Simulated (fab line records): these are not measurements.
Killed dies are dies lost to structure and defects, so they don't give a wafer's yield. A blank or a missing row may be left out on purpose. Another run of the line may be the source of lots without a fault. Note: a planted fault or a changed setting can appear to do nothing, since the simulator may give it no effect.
Chamber matching    flow n5_finfet    N5_BEOL_M5_PRE_CLEAN_77 on cvd_co-02 has 3 sister chambers
The step time 15 s. 36 wafers are shown with their chamber, then 12 later ones without.

WAFERS WITH THEIR CHAMBER
wafer   chamber  heater_power_w (W)
L075.3  1        76
L075.4  1        75
L075.6  2        72
L077.1  1        77
L077.4  2        72
L077.5  1        77
L079.1  2        74
L079.2  1        76
L079.3  0        67
L079.4  1        76
L079.5  2        76
L079.6  0        66
L081.1  0        68
L081.3  1        76
L081.6  2        74
L083.1  2        72
L083.2  0        65
L083.3  1        78
L085.1  0        67
L085.3  2        74
L085.6  2        74
L084.2  1        76
L084.4  1        78
L084.5  0        65
L089.2  0        66
L089.3  1        79
L089.5  0        66
L087.1  2        74
L087.2  0        67
L087.5  1        78
L088.3  1        75
L088.4  1        76
L088.5  0        69
L090.1  2        72
L090.2  0        69
L090.3  1        76

SIGNATURES (means of the wafers above)
reading         chamber 0  chamber 1  chamber 2  scatter within a chamber
heater_power_w  66.82      76.60      73.40      1.3
Rule: for each reading, subtract the chamber's mean from the wafer's reading, divide by that reading's scatter and square the result; add these up over the readings and take the root, which gives the wafer's distance from the chamber. If the next closest chamber is less than 2 further off than the closest, the wafer can't be placed; otherwise it belongs to the closest. The scatter: the root of (the sum of the squares of (reading less its chamber's mean) over the shown wafers, divided by (wafers less chambers)).

WAFERS WHOSE CHAMBER IS MISSING
wafer   heater_power_w (W)
L090.4  75
L090.5  75
L090.6  68
L094.3  75
L094.4  65
L094.5  73
L096.2  77
L096.3  67
L096.4  74
L097.1  66
L097.3  79
L097.6  78

THE CHAMBER EACH PASSED THROUGH
wafer   from the rows above      in truth
L090.4  can't be placed: 1 or 2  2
L090.5  can't be placed: 1 or 2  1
L090.6  0                        0
L094.3  can't be placed: 1 or 2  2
L094.4  0                        0
L094.5  2                        2
L096.2  1                        1
L096.3  0                        0
L096.4  can't be placed: 2 or 1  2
L097.1  0                        0
L097.3  1                        1
L097.6  1                        1
Placed correctly: 8 of 12. From these rows, 4 cannot be placed; in 4 the true chamber is one of the candidates. 0 placed wrongly.
